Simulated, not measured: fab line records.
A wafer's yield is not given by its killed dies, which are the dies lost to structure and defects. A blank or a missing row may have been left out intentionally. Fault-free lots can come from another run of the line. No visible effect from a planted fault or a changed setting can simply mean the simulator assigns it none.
Chamber matching / flow n5Finfet / N5_BEOL_M9_STRIP_19 on rieDiel-04: 4 sister chambers
The step strips in O2. 30 wafers are shown with their chamber, then 12 later ones without.

## WAFERS WITH THEIR CHAMBER
wafer=L074.2; chamber=2; drypumpMotorCurrentA (A)=4.9; throttleValvePct (%)=16.7; showerheadPlenumPTorr (Torr)=2.14
wafer=L074.4; chamber=0; drypumpMotorCurrentA (A)=5.3; throttleValvePct (%)=16.3; showerheadPlenumPTorr (Torr)=2.26
wafer=L074.5; chamber=1; drypumpMotorCurrentA (A)=6.2; throttleValvePct (%)=17.0; showerheadPlenumPTorr (Torr)=2.00
wafer=L076.1; chamber=0; drypumpMotorCurrentA (A)=5.2; throttleValvePct (%)=16.3; showerheadPlenumPTorr (Torr)=2.26
wafer=L076.2; chamber=1; drypumpMotorCurrentA (A)=6.2; throttleValvePct (%)=17.0; showerheadPlenumPTorr (Torr)=2.00
wafer=L076.6; chamber=1; drypumpMotorCurrentA (A)=6.2; throttleValvePct (%)=17.1; showerheadPlenumPTorr (Torr)=2.00
wafer=L080.1; chamber=0; drypumpMotorCurrentA (A)=5.3; throttleValvePct (%)=16.3; showerheadPlenumPTorr (Torr)=2.26
wafer=L080.2; chamber=3; drypumpMotorCurrentA (A)=5.0; throttleValvePct (%)=16.0; showerheadPlenumPTorr (Torr)=2.10
wafer=L080.6; chamber=2; drypumpMotorCurrentA (A)=4.9; throttleValvePct (%)=16.8; showerheadPlenumPTorr (Torr)=2.14
wafer=L079.3; chamber=0; drypumpMotorCurrentA (A)=5.2; throttleValvePct (%)=16.3; showerheadPlenumPTorr (Torr)=2.25
wafer=L079.4; chamber=0; drypumpMotorCurrentA (A)=5.3; throttleValvePct (%)=16.3; showerheadPlenumPTorr (Torr)=2.25
wafer=L079.6; chamber=3; drypumpMotorCurrentA (A)=5.0; throttleValvePct (%)=16.0; showerheadPlenumPTorr (Torr)=2.09
wafer=L083.1; chamber=0; drypumpMotorCurrentA (A)=5.2; throttleValvePct (%)=16.3; showerheadPlenumPTorr (Torr)=2.25
wafer=L083.2; chamber=2; drypumpMotorCurrentA (A)=4.9; throttleValvePct (%)=16.8; showerheadPlenumPTorr (Torr)=2.14
wafer=L083.3; chamber=3; drypumpMotorCurrentA (A)=5.0; throttleValvePct (%)=16.0; showerheadPlenumPTorr (Torr)=2.09
wafer=L084.1; chamber=2; drypumpMotorCurrentA (A)=4.9; throttleValvePct (%)=16.8; showerheadPlenumPTorr (Torr)=2.14
wafer=L084.3; chamber=3; drypumpMotorCurrentA (A)=5.0; throttleValvePct (%)=16.1; showerheadPlenumPTorr (Torr)=2.09
wafer=L084.6; chamber=2; drypumpMotorCurrentA (A)=4.9; throttleValvePct (%)=16.8; showerheadPlenumPTorr (Torr)=2.14
wafer=L086.4; chamber=0; drypumpMotorCurrentA (A)=5.2; throttleValvePct (%)=16.4; showerheadPlenumPTorr (Torr)=2.25
wafer=L086.5; chamber=1; drypumpMotorCurrentA (A)=6.2; throttleValvePct (%)=16.7; showerheadPlenumPTorr (Torr)=2.26
wafer=L086.6; chamber=0; drypumpMotorCurrentA (A)=5.2; throttleValvePct (%)=16.4; showerheadPlenumPTorr (Torr)=2.25
wafer=L088.2; chamber=3; drypumpMotorCurrentA (A)=5.0; throttleValvePct (%)=16.1; showerheadPlenumPTorr (Torr)=2.09
wafer=L088.3; chamber=0; drypumpMotorCurrentA (A)=5.3; throttleValvePct (%)=16.4; showerheadPlenumPTorr (Torr)=2.25
wafer=L088.6; chamber=0; drypumpMotorCurrentA (A)=5.2; throttleValvePct (%)=16.4; showerheadPlenumPTorr (Torr)=2.25
wafer=L089.3; chamber=0; drypumpMotorCurrentA (A)=5.3; throttleValvePct (%)=16.4; showerheadPlenumPTorr (Torr)=2.25
wafer=L089.4; chamber=3; drypumpMotorCurrentA (A)=5.0; throttleValvePct (%)=16.1; showerheadPlenumPTorr (Torr)=2.09
wafer=L089.6; chamber=0; drypumpMotorCurrentA (A)=5.3; throttleValvePct (%)=16.4; showerheadPlenumPTorr (Torr)=2.25
wafer=L092.1; chamber=3; drypumpMotorCurrentA (A)=5.0; throttleValvePct (%)=16.1; showerheadPlenumPTorr (Torr)=2.09
wafer=L092.4; chamber=1; drypumpMotorCurrentA (A)=6.2; throttleValvePct (%)=16.7; showerheadPlenumPTorr (Torr)=2.26
wafer=L092.5; chamber=1; drypumpMotorCurrentA (A)=6.2; throttleValvePct (%)=16.7; showerheadPlenumPTorr (Torr)=2.26

SIGNATURES, as means of the wafers listed above
reading=drypumpMotorCurrentA; chamber 0=5.250; chamber 1=6.200; chamber 2=4.900; chamber 3=5.000; scatter within a chamber=0.034
reading=throttleValvePct; chamber 0=16.350; chamber 1=16.867; chamber 2=16.780; chamber 3=16.057; scatter within a chamber=0.0937
reading=showerheadPlenumPTorr; chamber 0=2.2525; chamber 1=2.1300; chamber 2=2.1400; chamber 3=2.0914; scatter within a chamber=0.0625
Rule: for each reading, subtract the chamber's mean from the wafer's reading, divide by that reading's scatter and square the result; add these up over the readings and take the root, which gives the wafer's distance from the chamber. If the next closest chamber is less than 2 further off than the closest, the wafer can't be placed; otherwise it belongs to the closest. The scatter: the root of (the sum of the squares of (reading less its chamber's mean) over the shown wafers, divided by (wafers less chambers)).

## WAFERS WHOSE CHAMBER IS MISSING
wafer=L091.1; drypumpMotorCurrentA (A)=4.9; throttleValvePct (%)=16.8; showerheadPlenumPTorr (Torr)=2.13
wafer=L091.3; drypumpMotorCurrentA (A)=6.2; throttleValvePct (%)=16.7; showerheadPlenumPTorr (Torr)=2.26
wafer=L091.4; drypumpMotorCurrentA (A)=5.3; throttleValvePct (%)=16.4; showerheadPlenumPTorr (Torr)=2.25
wafer=L094.2; drypumpMotorCurrentA (A)=5.3; throttleValvePct (%)=16.4; showerheadPlenumPTorr (Torr)=2.25
wafer=L094.5; drypumpMotorCurrentA (A)=4.9; throttleValvePct (%)=16.8; showerheadPlenumPTorr (Torr)=2.13
wafer=L094.6; drypumpMotorCurrentA (A)=5.0; throttleValvePct (%)=16.1; showerheadPlenumPTorr (Torr)=2.09
wafer=L093.1; drypumpMotorCurrentA (A)=5.0; throttleValvePct (%)=16.1; showerheadPlenumPTorr (Torr)=2.09
wafer=L093.4; drypumpMotorCurrentA (A)=4.9; throttleValvePct (%)=16.8; showerheadPlenumPTorr (Torr)=2.13
wafer=L093.5; drypumpMotorCurrentA (A)=5.0; throttleValvePct (%)=16.1; showerheadPlenumPTorr (Torr)=2.09
wafer=L096.4; drypumpMotorCurrentA (A)=5.3; throttleValvePct (%)=16.4; showerheadPlenumPTorr (Torr)=2.24
wafer=L096.5; drypumpMotorCurrentA (A)=5.3; throttleValvePct (%)=16.4; showerheadPlenumPTorr (Torr)=2.24
wafer=L096.6; drypumpMotorCurrentA (A)=5.0; throttleValvePct (%)=16.1; showerheadPlenumPTorr (Torr)=2.08

## WHICH CHAMBER EACH ONE RAN IN
wafer=L091.1; from the rows above=2; in truth=2
wafer=L091.3; from the rows above=1; in truth=1
wafer=L091.4; from the rows above=0; in truth=0
wafer=L094.2; from the rows above=0; in truth=0
wafer=L094.5; from the rows above=2; in truth=2
wafer=L094.6; from the rows above=3; in truth=3
wafer=L093.1; from the rows above=3; in truth=3
wafer=L093.4; from the rows above=2; in truth=2
wafer=L093.5; from the rows above=3; in truth=3
wafer=L096.4; from the rows above=0; in truth=0
wafer=L096.5; from the rows above=0; in truth=0
wafer=L096.6; from the rows above=3; in truth=3
Placed correctly: 12 of 12. Not placeable from these rows: 0. 0 placed wrongly.
